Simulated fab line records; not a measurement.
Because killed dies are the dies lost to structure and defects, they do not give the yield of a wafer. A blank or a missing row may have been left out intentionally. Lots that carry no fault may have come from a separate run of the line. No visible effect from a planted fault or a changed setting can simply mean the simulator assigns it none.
fab line records	flow nandHarc
record: lots: 12	wafers: 36	lastDay: 33
route steps=1302 shown P_M1@299 END@1302
lots untouched by any fault: they come from a run of this same line in which no faults occurred
startH: hours from the record's first day to the start of the lot's first wafer shown	waitH: hours since the lot's step before	" unchanged from the row above	L1.1+2: one row covering several wafers at once	- no value, or no start given	* or withheld: withheld	< > ~ a bound
route shown NAME@n: names a module that has steps shown in the file, with the first one's number in the route	usual: mean/standard deviation taken from wafers without a fault	same: alike in all rows	chamber/n: place in a boat	sites: per-site readings	_std_site: the values' standard deviation	_edge_site: the outer-site mean with the inner-site mean subtracted	radiusMm: how far each site lies from the wafer's centre	mask NAME#n: copy n	behind: the last tool/chamber to shape the wafer	hold: the reason the lot was held/the length of the hold in hours/how it ended	device: transistor that didn't switch, given as n, p or np	end of line: tests of these same wafers at the route's end	a step given without rows: its recipe and nothing more	killed: dies that structure and defects cost at the first sort, which is not the same as the wafer's yield	map: a wafer's dies, marking killed ones x, the rest . and places with no die _
set.NAME: the setting the step ran with; set.NAME@STEP: the setting that earlier step ran with	model.NAME: the simulator's own value behind a step, which no gauge read
one table for each step of the route and one row for each wafer, over a sample of lots
services: the hour from which a tool's chamber was out of use, counted from the record's first day as startH (under 0 if before that day), plus the number of hours and why
== steps ==
step: NHARC_P_M1_ETCH_35
recipe: targetDepthA: 400	overetchA: 120	timeS: 43.94	ionEnergyEv: 200	n2FlowSccm: 150	h2FlowSccm: 150	arFlowSccm: 0	rfW: 400	biasW: 150	chemistry: N2/H2
usual: drypumpMotorCurrentA: 5.7/0.48	oesProductAu: 1.000/0.012	rfVppV: 431.0/2.8	showerheadPlenumPTorr: 2.06/0.098	throttleValvePct: 14.171/0.0087
lot.wafer	tool	chamber	startH	waitH	drypumpMotorCurrentA	oesProductAu	rfHoursCounterH	rfVppV	showerheadPlenumPTorr	throttleValvePct
L730.4	rieDiel-03	2	137.38	0.2	5.8	0.987	7	430.9	2.08	14.176
L730.2	"	3	"	"	5.8	0.999	8	432.1	2.11	14.185
L730.3	"	1	"	"	4.7	0.998	8	426.6	1.92	14.169
L731.1	rieDiel-03	3	143.10	0.1	5.9	1.005	10	433.4	2.11	14.164
L731.2	"	1	"	"	4.7	1.011	10	426.9	1.91	14.180
L731.5	"	3	"	"	5.9	1.001	-	431.6	2.11	14.172
L732.2	rieDiel-07	2	160.17	0.1	6.3	0.981	4	429.4	1.99	14.168
L732.6	"	2	"	"	6.4	0.984	-	428.1	1.99	14.182
L732.4	"	1	"	"	6.4	1.010	-	431.0	2.08	14.184
L733.2	rieDiel-07	3	168.08	0.1	5.2	1.005	3	430.8	1.99	14.177
L733.3	"	2	"	"	6.4	0.968	5	428.8	1.99	14.167
L733.6	"	3	"	"	5.2	1.006	-	428.6	1.99	14.180
L734.2	rieDiel-07	1	173.08	0.1	6.4	1.008	5	432.2	2.08	14.171
L734.1	"	3	"	"	5.2	1.011	3	429.9	1.99	14.161
L734.5	"	1	"	"	6.4	1.013	-	431.0	2.08	14.158
L735.3	rieDiel-06	2	189.03	0.1	5.8	1.012	3	431.2	2.07	14.171
L735.6	"	0	"	"	5.9	0.979	-	435.6	2.20	14.175
L735.5	"	1	"	"	5.0	1.012	-	427.4	1.94	14.157
L736.3	rieDiel-06	2	190.33	0.1	5.7	1.010	3	430.3	2.07	14.177
L736.1	"	1	"	"	4.9	1.009	4	426.9	1.94	14.177
L736.6	"	3	"	"	5.8	1.014	-	434.8	2.21	14.162
L738.1	rieDiel-06	1	214.65	0.1	4.9	1.008	6	428.2	1.94	14.175
L738.2	"	2	"	"	5.7	1.020	5	433.6	2.07	14.184
L738.5	"	1	"	"	4.9	1.006	-	426.3	1.94	14.170
L739.3	rieDiel-07	2	228.27	0.1	6.4	0.992	10	427.8	1.99	14.177
L739.5	"	2	"	"	6.3	0.995	-	431.2	1.99	14.158
L739.6	"	3	"	"	5.2	1.022	-	428.5	1.99	14.158
L740.3	rieDiel-06	3	231.12	0.1	5.9	1.002	6	434.4	2.21	14.179
L740.5	"	3	"	"	5.9	1.005	-	434.6	2.21	14.181
L740.6	"	0	"	"	5.9	0.978	-	433.4	2.19	14.170
L749.1	rieDiel-06	1	325.84	0.1	5.0	0.817	1	428.3	1.94	14.165
L749.3	"	3	"	"	5.9	0.991	1	435.6	2.20	14.174
L749.6	"	2	"	"	5.7	0.988	-	431.3	2.07	14.177
L750.1	rieDiel-06	2	335.99	0.1	5.7	0.816	1	430.8	2.07	14.181
L750.5	"	1	"	"	5.0	0.816	-	428.0	1.94	14.167
L750.4	"	3	"	"	5.8	0.991	-	434.1	2.20	14.173
step: NHARC_P_M1_ETCH_28
recipe: targetDepthA: 300	overEtchFrac: 0.3	timeS: 72.99	ionEnergyEv: 150	cf4FlowSccm: 50	n2FlowSccm: 100	arFlowSccm: 150	rfW: 300	biasW: 100	chemistry: CF4/N2
usual: drypumpMotorCurrentA: 5.7/0.52	oesProductAu: 0.997/0.013	rfVppV: 313.9/1.9	showerheadPlenumPTorr: 2.61/0.1	throttleValvePct: 19.794/0.0091
lot.wafer	tool	chamber	startH	waitH	drypumpMotorCurrentA	oesProductAu	rfHoursCounterH	rfVppV	showerheadPlenumPTorr	throttleValvePct
L730.3	rieDiel-07	3	-	-	5.2	1.020	0	313.0	2.57	19.803
L730.2	"	1	"	"	6.3	1.000	2	315.1	2.67	19.807
L730.4	"	1	"	"	6.4	0.991	-	315.2	2.67	19.782
L731.2	rieDiel-07	2	-	-	6.4	0.982	3	312.0	2.57	19.793
L731.1	"	1	"	"	6.4	1.007	3	313.8	2.67	19.771
L731.5	"	1	"	"	6.3	1.004	-	314.3	2.67	19.789
L732.4	rieDiel-06	0	-	-	6.0	0.983	2	318.1	2.81	19.796
L732.2	"	1	"	"	5.0	1.005	2	311.9	2.51	19.805
L732.6	"	2	"	"	5.7	1.009	-	315.3	2.66	19.807
L733.3	rieDiel-06	1	-	-	4.9	0.998	3	312.4	2.51	19.787
L733.2	"	3	"	"	5.8	1.002	3	317.8	2.82	19.798
L733.6	"	1	"	"	4.9	1.005	-	312.3	2.51	19.820
L734.1	rieDiel-03	2	-	-	5.8	0.985	22	315.5	2.67	19.787
L734.2	"	0	"	"	5.4	1.009	19	312.3	2.55	19.801
L734.5	"	3	"	"	5.9	0.993	-	316.4	2.70	19.792
L735.3	rieDiel-03	0	-	-	5.4	1.000	22	312.7	2.55	19.792
L735.5	"	1	"	"	4.7	0.999	-	312.2	2.47	19.781
L735.6	"	2	"	"	5.9	0.978	-	315.3	2.67	19.796
L736.3	rieDiel-07	3	-	-	5.1	1.024	5	311.6	2.57	19.773
L736.1	"	1	"	"	6.4	1.007	7	314.4	2.67	19.788
L736.6	"	2	"	"	6.4	0.975	-	311.8	2.57	19.807
L738.1	rieDiel-03	3	-	-	5.9	0.996	29	314.8	2.70	19.793
L738.2	"	0	"	"	5.4	0.993	31	312.4	2.54	19.799
L738.5	"	2	"	"	5.9	0.967	-	314.3	2.67	19.798
L739.3	rieDiel-07	3	-	-	5.2	1.022	9	313.6	2.57	19.797
L739.5	"	1	"	"	6.4	0.994	-	314.7	2.67	19.793
L739.6	"	2	"	"	6.3	0.976	-	313.3	2.57	19.800
L740.3	rieDiel-07	2	-	-	6.4	0.988	10	313.1	2.57	19.801
L740.5	"	2	"	"	6.4	0.990	-	313.2	2.57	19.776
L740.6	"	3	"	"	5.2	1.020	-	311.6	2.57	19.810
L749.1	rieDiel-06	2	-	-	5.7	0.987	1	313.8	2.66	19.806
L749.3	"	1	"	"	5.0	0.984	1	312.3	2.51	19.801
L749.6	"	3	"	"	5.9	0.991	-	317.1	2.82	19.779
L750.1	rieDiel-07	2	-	-	6.4	0.988	4	313.5	2.56	19.782
L750.4	"	3	"	"	5.2	1.007	3	312.5	2.56	19.806
L750.5	"	2	"	"	6.4	0.990	-	313.2	2.56	19.802
step: NHARC_P_M1_DEGAS_29
recipe: tempC: 250	timeS: 60
usual: heaterPowerW: 342/38
lot.wafer	tool	chamber	startH	waitH	heaterPowerW
L730.2	pvdSputter-02	-	139.26	-	333
L730.3	"	-	"	"	347
L730.4	"	-	"	"	318
L731.1	pvdSputter-02	-	144.10	-	348
L731.2	"	-	"	"	297
L731.5	"	-	"	"	298
L732.2	pvdSputter-02	-	161.12	-	347
L732.4	"	-	"	"	293
L732.6	"	-	"	"	298
L733.3	pvdSputter-01	-	169.13	-	398
L733.2	"	-	"	"	423
L733.6	"	-	"	"	415
L734.1	pvdSputter-01	-	174.05	-	356
L734.2	"	-	"	"	405
L734.5	"	-	"	"	358
L735.3	pvdSputter-03	-	189.99	-	343
L735.5	"	-	"	"	348
L735.6	"	-	"	"	291
L736.3	pvdSputter-02	-	191.28	-	345
L736.1	"	-	"	"	291
L736.6	"	-	"	"	313
L738.2	pvdSputter-02	-	215.58	-	347
L738.1	"	-	"	"	304
L738.5	"	-	"	"	336
L739.3	pvdSputter-03	-	229.19	-	283
L739.6	"	-	"	"	288
L739.5	"	-	"	"	325
L740.3	pvdSputter-02	-	232.07	-	314
L740.6	"	-	"	"	337
L740.5	"	-	"	"	298
L749.1	pvdSputter-02	-	326.87	-	344
L749.3	"	-	"	"	316
L749.6	"	-	"	"	304
L750.4	pvdSputter-03	-	336.94	-	288
L750.1	"	-	"	"	330
L750.5	"	-	"	"	336
step: NHARC_P_M1_CMP_23
recipe: tOverpolishS: 20	targetThkNm: 157.82
usual: motorCurrentA: 12.3/1.2	timeToEndpointS: 28.9/2.8
same: tOverpolishS: 20
lot.wafer	tool	chamber	startH	waitH	motorCurrentA	timeToEndpointS
L730.2	cmp-04	2	140.34	-	12.0	29.4
L730.3	"	3	"	"	14.4	27.1
L730.4	"	0	"	"	12.1	29.4
L731.2	cmp-02	1	145.18	-	12.0	25.5
L731.1	"	2	"	"	13.0	27.3
L731.5	"	2	"	"	12.6	25.5
L732.2	cmp-02	0	162.20	-	14.1	31.5
L732.4	"	3	"	"	10.4	32.0
L732.6	"	0	"	"	12.3	31.5
L733.2	cmp-02	3	170.22	-	10.5	31.1
L733.3	"	0	"	"	13.5	28.1
L733.6	"	3	"	"	10.7	32.2
L734.1	cmp-02	2	175.13	-	12.3	25.7
L734.2	"	1	"	"	12.6	22.2
L734.5	"	2	"	"	12.8	27.4
L735.3	cmp-02	2	191.10	-	12.4	29.1
L735.6	"	1	"	"	12.6	24.6
L735.5	"	2	"	"	12.2	27.8
L736.3	cmp-04	1	192.35	-	11.7	31.8
L736.1	"	2	"	"	11.1	26.6
L736.6	"	2	"	"	12.1	26.4
L738.1	cmp-04	3	216.68	-	14.2	29.2
L738.2	"	1	"	"	11.5	30.2
L738.5	"	3	"	"	14.2	27.8
L739.3	cmp-04	1	230.64	-	10.6	29.3
L739.5	"	3	"	"	13.9	27.7
L739.6	"	0	"	"	12.9	29.0
L740.3	cmp-03	2	233.43	-	11.8	26.8
L740.5	"	2	"	"	11.7	26.4
L740.6	"	3	"	"	13.1	25.7
L749.3	cmp-04	0	327.96	-	12.8	31.8
L749.1	"	1	"	"	10.6	30.9
L749.6	"	0	"	"	12.2	31.0
L750.1	cmp-03	2	338.73	-	12.2	28.0
L750.4	"	0	"	"	13.3	27.6
L750.5	"	3	"	"	13.5	28.3
step: NHARC_END_SORT_01
recipe: tempC: 25
usual: defectLimitedYield: 91.1/2.9	killedAtArray: 55/20	killedAtOther: 0.7/0.96	killedAtPeriphery: 4.1/2.4	killedDies: 60/20	killedOpen: 3.3/1.9	killedShort: 2.8/1.6
same: grossDies: 677
lot.wafer	tool	chamber	startH	waitH	defectLimitedYield[%]	killedAtArray	killedAtOther	killedAtPeriphery	killedDies	killedOpen	killedShort
L740.3	prober-02	0	672.80	3.1	93.9	35	0	6	41	1	2
L740.5	prober-02	0	674.39	3.7	93.6	33	3	7	43	3	1
L740.6	prober-02	0	675.18	4.0	93.8	35	2	5	42	7	6
killed by level:class
L740.3 A_CHANNEL_HOLE_D2:chamberFilmFlake=16 A_CONTACT:chamberFilmFlake=5 A_CHANNEL_HOLE_D1:chamberFilmFlake=4 A_DECK1_JOINT:chamberFilmFlake=3 P_M2:chamberFilmFlake=2 A_M1:chamberFilmFlake=2 A_ONON_D1:geometricParticle:short=1 A_CHANNEL_HOLE_D1:geometricParticle:open=1
L740.5 A_CHANNEL_HOLE_D2:chamberFilmFlake=17 A_CHANNEL_HOLE_D1:chamberFilmFlake=4 A_SLIT:chamberFilmFlake=4 A_M1:chamberFilmFlake=4 THIN_TSV:chamberFilmFlake=3 P_CONTACT:geometricParticle:open=2 P_BONDPAD:chamberFilmFlake=2 A_ONON_D1:geometricParticle:open=1
L740.6 A_CHANNEL_HOLE_D2:chamberFilmFlake=12 A_CHANNEL_HOLE_D1:chamberFilmFlake=6 A_SLIT:chamberFilmFlake=4 A_CONTACT:chamberFilmFlake=3 P_M0:geometricParticle:short=2 A_CHANNEL_FILL_D2:geometricParticle:open=2 THIN_TSV:chamberFilmFlake=2 P_GATE:geometricParticle:short=1
== services ==
tool	chamber	startH	hours	kind
rieDiel-07	-	118.23	9.0	pm
cmp-04	-	123.02	1.4	repair
rieDiel-06	-	130.23	9.0	pm
rieDiel-07	3	131.52	6.8	repair
cmp-02	-	134.65	4.0	pm
rieDiel-03	0	154.93	6.6	repair
cmp-04	-	174.86	2.9	repair
rieDiel-06	3	181.61	3.9	repair
rieDiel-07	1	191.67	3.2	repair
rieDiel-03	-	207.70	0.6	repair
cmp-04	-	209.24	4.0	pm
rieDiel-07	-	211.41	0.9	repair
cmp-04	-	224.24	0.6	repair
cmp-02	-	232.65	4.0	pm
cmp-02	-	251.29	1.1	repair
rieDiel-07	1	257.86	26.7	repair
cmp-04	-	260.51	2.2	repair
cmp-02	-	261.82	0.8	repair
pvdSputter-02	-	273.81	3.4	repair
rieDiel-03	-	281.48	9.0	pm
pvdSputter-02	-	282.00	10.0	pm
rieDiel-07	-	295.23	9.0	pm
rieDiel-06	-	307.23	9.0	pm
rieDiel-06	-	333.76	0.1	repair
== key ==
firstSign: step: NHARC_P_M1_ETCH_35	reading: oesProductAu	direction: down	sigmas: 15	usual: 1.000	struck: 0.816
effect none on later readings
metAt NHARC_P_M1_ETCH_35
struckLots L749,L750
struckWafers L749.1,L750.1,L750.5
notActingAt NHARC_P_M1_ETCH_28,NHARC_P_M1_DEGAS_29,NHARC_P_M1_CMP_23
onsetBetween 231.12 325.84
fault: kind: processParameterDrift	tool: rieDiel-06	chamber: -	onsetH: 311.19	steps: NHARC_P_M1_ETCH_35	channel: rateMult	offset: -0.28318	shape: step	endH: 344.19	scope: struckWafersOnly
